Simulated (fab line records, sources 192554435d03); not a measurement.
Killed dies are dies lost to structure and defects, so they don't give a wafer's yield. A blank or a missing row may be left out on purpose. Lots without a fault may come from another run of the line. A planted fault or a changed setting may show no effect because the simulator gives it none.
Which tool did it? | flow n5_finfet | 8 lots, 24 wafers sampled, at 6 steps of a route of 1938

WHAT THE GAUGES READ, wafer by wafer
N5_FIN_SAQP_CD_MEAS_27: target cd 20 nm. Usual: cd_nm 20.28 nm, standard deviation 0.2.
lot  | measured    | on        | cd_nm (nm)        | flag
L559 | day 2 01:44 | cd_sem-02 | 20.30 20.02 20.18 |
L561 | day 2 12:56 | cd_sem-02 | 20.41 20.53 20.31 |
L563 | day 3 02:00 | cd_sem-02 | 20.26 20.34 20.39 |
L565 | day 3 14:02 | cd_sem-01 | 20.39 19.95 20.38 |
L575 | day 6 00:02 | cd_sem-01 | 16.11 16.17 16.03 | OFF
L576 | day 6 05:52 | cd_sem-03 | 16.20 16.15 16.06 | OFF
L580 | day 7 06:48 | cd_sem-01 | 20.47 20.20 20.33 |
L582 | day 7 20:22 | cd_sem-01 | 20.26 20.20 20.11 |

N5_BEOL_M4_RC_MEAS_101. Usual: DIBL_N 35.7 mV/V, standard deviation 1.3; DIBL_P 35.4 mV/V, standard deviation 1.8; IOFF_N 0.152 nA/um, standard deviation 0.027; IOFF_P 0.20 nA/um, standard deviation 0.034; ION_N 672 uA/um, standard deviation 9.8; ION_P 461 uA/um, standard deviation 7.5; SS_N 71.4 mV/dec, standard deviation 0.55; SS_P 73.1 mV/dec, standard deviation 0.61; VT_N 251 mV, standard deviation 3.3; VT_P -251 mV, standard deviation 3.6.
lot  | measured     | on        | DIBL_N (mV/V)  | DIBL_P (mV/V)  | IOFF_N (nA/um)    | IOFF_P (nA/um) | ION_N (uA/um) | ION_P (uA/um) | SS_N (mV/dec)  | SS_P (mV/dec)  | VT_N (mV)   | VT_P (mV)      | flag
L559 | day 7 18:44  | prober-02 | 37.2 35.0 35.2 | 39.2 38.2 36.6 | 0.199 0.160 0.161 | 0.27 0.24 0.22 | 681 672 684   | 469 465 467   | 72.2 71.1 71.0 | 74.2 73.9 73.7 | 247 248 248 | -244 -246 -247 |
L561 | day 8 11:07  | prober-01 | 38.6 34.7 34.8 | 38.5 32.9 34.2 | 0.217 0.139 0.144 | 0.30 0.21 0.22 | 674 671 673   | 468 463 460   | 72.4 71.0 71.6 | 74.4 72.9 73.5 | 248 251 251 | -244 -249 -248 |
L563 | day 8 23:14  | prober-01 | 35.8 36.4 36.6 | 36.2 37.6 37.3 | 0.162 0.186 0.188 | 0.18 0.19 0.19 | 676 688 673   | 452 469 453   | 71.3 71.3 72.3 | 73.1 73.7 73.8 | 253 246 251 | -258 -252 -253 |
L565 | day 9 08:35  | prober-02 | 35.7 35.7 35.1 | 36.7 36.7 36.3 | 0.162 0.163 0.152 | 0.23 0.23 0.22 | 680 678 678   | 468 467 467   | 71.3 71.4 71.0 | 72.6 72.1 73.0 | 247 247 249 | -247 -248 -247 |
L580 | day 12 22:13 | prober-02 | 35.3 37.8 35.5 | 35.0 38.1 35.2 | 0.137 0.182 0.137 | 0.18 0.22 0.18 | 679 689 678   | 464 468 466   | 70.7 71.5 71.0 | 72.9 73.6 73.5 | 254 249 250 | -252 -249 -253 |
L582 | day 14 06:29 | prober-02 | 34.8 33.8 35.4 | 33.5 32.4 34.7 | 0.121 0.104 0.132 | 0.19 0.17 0.20 | 674 653 668   | 459 457 467   | 70.5 70.8 71.3 | 73.0 72.3 73.0 | 254 259 252 | -252 -253 -249 |

WHICH TOOL RAN EACH LOT (tool, then ch and the chambers of the sampled wafers, then the start)
lot  | N5_FIN_SAQP_ETCH_51               | N5_FIN_SAQP_SPACER1_ALD_24       | N5_FIN_SAQP_ETCH_65             | N5_FIN_SAQP_STRIP_70
L559 | rie_diel-01 ch 1,2, day 1 23:31   | ald_sin-04 ch 1,2,3, day 2 00:49 | rie_si-06 ch 1,3, day 2 02:01   | rie_diel-05 ch 0,2, day 2 02:46
L561 | rie_diel-05 ch 0,2,3, day 2 10:57 | ald_sin-01 ch 0,1,3, day 2 12:01 | rie_si-06 ch 0,2,3, day 2 13:05 | rie_diel-05 ch 0,2,3, day 2 13:45
L563 | rie_diel-05 ch 1,2,3, day 2 23:55 | ald_sin-04 ch 0,3, day 3 01:02   | rie_si-05 ch 2,3, day 3 02:20   | rie_diel-06 ch 0,2,3, day 3 03:00
L565 | rie_diel-05 ch 1,2,3, day 3 11:51 | ald_sin-03 ch 2,3, day 3 12:54   | rie_si-06 ch 0,1, day 3 14:11   | rie_diel-01 ch 0,1, day 3 15:05
L575 | rie_diel-06 ch 1,2,3, day 5 22:04 | ald_sin-04 ch 0,2,3, day 5 23:08 | rie_si-06 ch 1,2,3, day 6 00:12 | rie_diel-06 ch 1,2,3, day 6 01:04
L576 | rie_diel-06 ch 1,2,3, day 6 03:51 | ald_sin-04 ch 0,2,3, day 6 04:55 | rie_si-01 ch 0,3, day 6 06:04   | rie_diel-06 ch 1,2, day 6 06:44
L580 | rie_diel-06 ch 0,2,3, day 7 03:52 | ald_sin-01 ch 0,1, day 7 05:53   | rie_si-06 ch 0,1,3, day 7 06:57 | rie_diel-06 ch 2,3, day 7 07:48
L582 | rie_diel-01 ch 1,2,3, day 7 17:35 | ald_sin-01 ch 0,3, day 7 19:27   | rie_si-06 ch 2,3, day 7 20:32   | rie_diel-06 ch 0,1,3, day 7 21:11
- N5_FIN_SAQP_ETCH_51: etches SiARC in CF4, target depth 45.5 nm, time 75.8 s.
- N5_FIN_SAQP_SPACER1_ALD_24: deposits SiO2, target thk 20.3 nm, pulse time 1 s, purge time 2 s.
- N5_FIN_SAQP_ETCH_65: etches SiO2 in CF4, target depth 4 nm, time 4.4 s.
- N5_FIN_SAQP_STRIP_70: strips in N2/H2.

WHAT THE TOOLS THEMSELVES READ (means of the sampled wafers that have a number; where no wafer has one, the mark that the record gives instead)
N5_FIN_SAQP_ETCH_51. Usual: drypump_motor_current_A 5.6 A, standard deviation 0.45; etch_rf_on_time_s 75.4 s, standard deviation 1.2; mfc_ar_sccm 100.0 sccm, standard deviation 0.32; oes_product_au 0.68 a.u., standard deviation 0.081; rf_vpp_V 184.2 V, standard deviation 1.2; showerhead_plenum_p_Torr 2.15 Torr, standard deviation 0.075; throttle_valve_pct 15.68 %, standard deviation 0.25.
lot  | tool        | drypump_motor_current_A (A) | etch_rf_on_time_s (s) | mfc_ar_sccm (sccm) | oes_product_au (a.u.) | rf_vpp_V (V) | showerhead_plenum_p_Torr (Torr) | throttle_valve_pct (%) | flag
L559 | rie_diel-01 | 5.4                         | 75.6                  | 100.4              | 0.69                  | 184.0        | 2.11                            | 15.46                  |
L561 | rie_diel-05 | 5.4                         | 75.7                  | 99.9               | 0.67                  | 183.6        | 2.08                            | 15.75                  |
L563 | rie_diel-05 | 5.6                         | 74.8                  | 100.1              | 0.67                  | 183.9        | 2.11                            | 15.75                  |
L565 | rie_diel-05 | 5.6                         | 74.8                  | 100.1              | 0.67                  | 183.4        | 2.11                            | 15.75                  |
L575 | rie_diel-06 | 5.9                         | 75.2                  | 100.3              | 0.67                  | 184.8        | 2.20                            | 15.83                  |
L576 | rie_diel-06 | 5.9                         | 75.6                  | 99.9               | 0.66                  | 184.8        | 2.20                            | 15.82                  |
L580 | rie_diel-06 | 5.4                         | 75.4                  | 99.8               | 0.65                  | 185.2        | 2.20                            | 15.86                  |
L582 | rie_diel-01 | 5.4                         | 75.6                  | 100.1              | 0.65                  | 183.4        | 2.09                            | 15.47                  |

N5_FIN_SAQP_SPACER1_ALD_24. Usual: chamber_pressure_Torr 2.001 Torr, standard deviation 0.0044; heater_power_w 485 W, standard deviation 42; precursor_pulse_height_rel 1.002, standard deviation 0.018.
lot  | tool       | chamber_pressure_Torr (Torr) | heater_power_w (W) | precursor_pulse_height_rel | flag
L559 | ald_sin-04 | 2.002                        | 484                | 1.006                      |
L561 | ald_sin-01 | 1.999                        | 462                | 1.005                      |
L563 | ald_sin-04 | 2.005                        | 513                | 1.006                      |
L565 | ald_sin-03 | 2.005                        | 523                | 1.001                      |
L575 | ald_sin-04 | 2.002                        | 508                | 1.008                      |
L576 | ald_sin-04 | 2.006                        | 511                | 0.976                      |
L580 | ald_sin-01 | 1.998                        | 508                | 0.981                      |
L582 | ald_sin-01 | 2.003                        | 422                | 1.001                      |

N5_FIN_SAQP_ETCH_65. Usual: drypump_motor_current_A 5.8 A, standard deviation 0.46; oes_product_au 1.007 a.u., standard deviation 0.019; throttle_valve_pct 21.73 %, standard deviation 0.16.
lot  | tool      | drypump_motor_current_A (A) | oes_product_au (a.u.) | throttle_valve_pct (%) | flag
L559 | rie_si-06 | 5.4                         | 0.986                 | 21.63                  |
L561 | rie_si-06 | 5.4                         | 0.998                 | 21.69                  |
L563 | rie_si-05 | 6.1                         | 1.016                 | 21.66                  |
L565 | rie_si-06 | 5.5                         | 1.006                 | 21.69                  |
L575 | rie_si-06 | 5.5                         | 0.998                 | 21.75                  |
L576 | rie_si-01 | 5.8                         | 0.999                 | 21.78                  |
L580 | rie_si-06 | 5.4                         | 0.995                 | 21.65                  |
L582 | rie_si-06 | 5.4                         | 0.994                 | 21.70                  |

N5_FIN_SAQP_STRIP_70. Usual: drypump_motor_current_A 5.6 A, standard deviation 0.43; oes_product_au 0.80 a.u., standard deviation 0.098; rf_vpp_V 122.0 V, standard deviation 1.1; showerhead_plenum_p_Torr 3.38 Torr, standard deviation 0.11; throttle_valve_pct 18.94 %, standard deviation 0.24.
lot  | tool        | drypump_motor_current_A (A) | oes_product_au (a.u.) | rf_vpp_V (V) | showerhead_plenum_p_Torr (Torr) | throttle_valve_pct (%) | flag
L559 | rie_diel-05 | 5.6                         | 0.79                  | 122.3        | 3.30                            | 18.96                  |
L561 | rie_diel-05 | 5.4                         | 0.79                  | 121.2        | 3.26                            | 18.87                  |
L563 | rie_diel-06 | 5.4                         | 0.78                  | 122.1        | 3.46                            | 18.87                  |
L565 | rie_diel-01 | 6.0                         | 0.72                  | 120.8        | 3.34                            | 19.18                  |
L575 | rie_diel-06 | 5.9                         | 0.77                  | 122.7        | 3.45                            | 19.06                  |
L576 | rie_diel-06 | 6.0                         | 0.78                  | 122.0        | 3.42                            | 19.02                  |
L580 | rie_diel-06 | 5.7                         | 0.70                  | 121.4        | 3.41                            | 19.07                  |
L582 | rie_diel-06 | 5.6                         | 0.80                  | 122.9        | 3.51                            | 18.99                  |

THE ANSWER, worked out from the rows above alone
Rule: a lot is off if the mean of its wafers that have a number lies more than 3 standard deviations from the usual mean. A lot without any number at a reading at which 4 lots or more have one is off too. The other lots that the step has rows for count as sound. The gauges are gone through in route order, then the tools' own readings, and for those a lot's mean is taken as printed above. The first step at which some lot is off is used, and at that step the reading that is off furthest; a lot without a number counts as furthest.
Off: L575, L576, at N5_FIN_SAQP_CD_MEAS_27 (cd_nm).
A tool fits if, at a process step before that reading, it ran every lot that is off, and no sound lot after the first of them. The gauges at N5_FIN_SAQP_CD_MEAS_27 are tried like those tools. One fits: ald_sin-04 at N5_FIN_SAQP_SPACER1_ALD_24. Its last sound lot is L563 (day 3 01:02), its first lot that is off L575 (day 5 23:08): a fault that began between those two fits.

WHAT THE SIMULATOR HAD PUT IN
Process parameter drift: ald_sin-04, from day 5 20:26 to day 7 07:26, at N5_FIN_SAQP_SPACER1_ALD_24. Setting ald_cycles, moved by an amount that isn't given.
Lots struck among those shown: L575, L576. The rule above found the same.
